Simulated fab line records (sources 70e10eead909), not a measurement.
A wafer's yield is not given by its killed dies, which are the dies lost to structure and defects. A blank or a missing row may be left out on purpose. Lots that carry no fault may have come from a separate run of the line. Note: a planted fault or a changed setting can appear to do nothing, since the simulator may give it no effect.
Problem report, 8D (eight disciplines) form, completed by code || flow nand harc || the parts of the form that need people (team, actions taken, sign-off) are left out

== 1. THE ISSUE ==
At NHARC_P_GATE_INSPECT_68, raw defect count averages 769 over 6 wafers from 2 lots, while fault-free wafers read 184, standard deviation 66. That is +8.9 standard deviations from the usual mean.
Seen first at day 9 06:28 on defect inspect-02, wafer L910.2. The record holds 33 wafers of 11 lots with a number at this step. By rule, "out" or "out of limits" means more than 4 standard deviations away from the usual mean. The rest of the wafers with a number are treated as sound.

== 2. WHAT THIS IS AND IS NOT ==
{"question": "which readings at this step", "is": "raw defect count", "is not": "-"}
{"question": "which lots", "is": "L910, L916", "is not": "L895, L896, L901, L902, L903, L907, L908, L917, L918"}
{"question": "which wafers of those lots", "is": "all that have a number", "is not": "-"}
{"question": "read on which gauges", "is": "defect inspect-02", "is not": "defect inspect-01"}
{"question": "when", "is": "from day 9 06:28", "is not": "up to then (21 sound wafers); but 6 sound wafers of L917, L918 came after"}

== 3. SUSPECTS, AND WHAT RULES EACH OUT ==
Counting: a tool at a process step up to the reading stays a suspect if it ran every lot that is out and no sound lot after the first of them.
- the gauge at NHARC_P_GATE_INSPECT_68: kept. All the wafers that are out were read on defect inspect-02, and no step on other tools shows them out.
- wet bench-03 at NHARC_P_GATE_PRECLEAN_97 (cleans in SPM, time 600 s): kept. It ran every lot that is out, first L910 (day 8 23:14), and no sound lot after that; its last sound lot up to then is L908 (day 8 15:57).
- rie diel-05 at NHARC_P_GATE_DESCUM_93 (chemistry O2, time 3 s): ruled out as a lasting fault. Following L910 (day 9 03:24), the first lot on it that is out, the sound lots L918, L917 were run on it.
Left after counting: wet bench-03 at NHARC_P_GATE_PRECLEAN_97, defect inspect-02 at NHARC_P_GATE_INSPECT_68.

== 4. THE CAUSE (what the simulator had put in) ==
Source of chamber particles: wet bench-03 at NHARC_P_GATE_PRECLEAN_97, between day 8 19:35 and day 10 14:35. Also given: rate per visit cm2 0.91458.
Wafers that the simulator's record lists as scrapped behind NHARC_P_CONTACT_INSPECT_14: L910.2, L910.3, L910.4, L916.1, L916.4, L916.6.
Counting left 2 suspects, and this tool is among them.

== 5. THE EFFECT CHAIN, in route order ==
Each row: a reading where the mean over the struck wafers with a number is more than 3 standard deviations away from the usual. Only readings whose record carries a usual standard deviation are examined. hours: median over the lots of the time between each lot's start at the first step of this table that gives one and its start at this step. sigmas: the change, counted in usual standard deviations.
{"hours": 0, "step": "NHARC_P_GATE_INSPECT_68", "reading": "raw defect count", "usual": 184, "on struck wafers": 769, "change": "+585", "sigmas": "+8.9"}

== 6. WHAT WOULD HAVE CAUGHT IT SOONER ==
Counted from the fault's start at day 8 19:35, it took 11 hours until the first out-of-limits reading at a measuring or inspecting step in this record, taken at day 9 06:28.
Tool readings at NHARC_P_GATE_PRECLEAN_97 with a usual standard deviation given in the record: none out on any struck wafer, hence no alarm at a limit of 4 standard deviations on them.
Lots out: 2; of these, L916 started NHARC_P_GATE_PRECLEAN_97 on wet bench-03 after day 9 06:28. A hold on the tool at that time would have spared it.
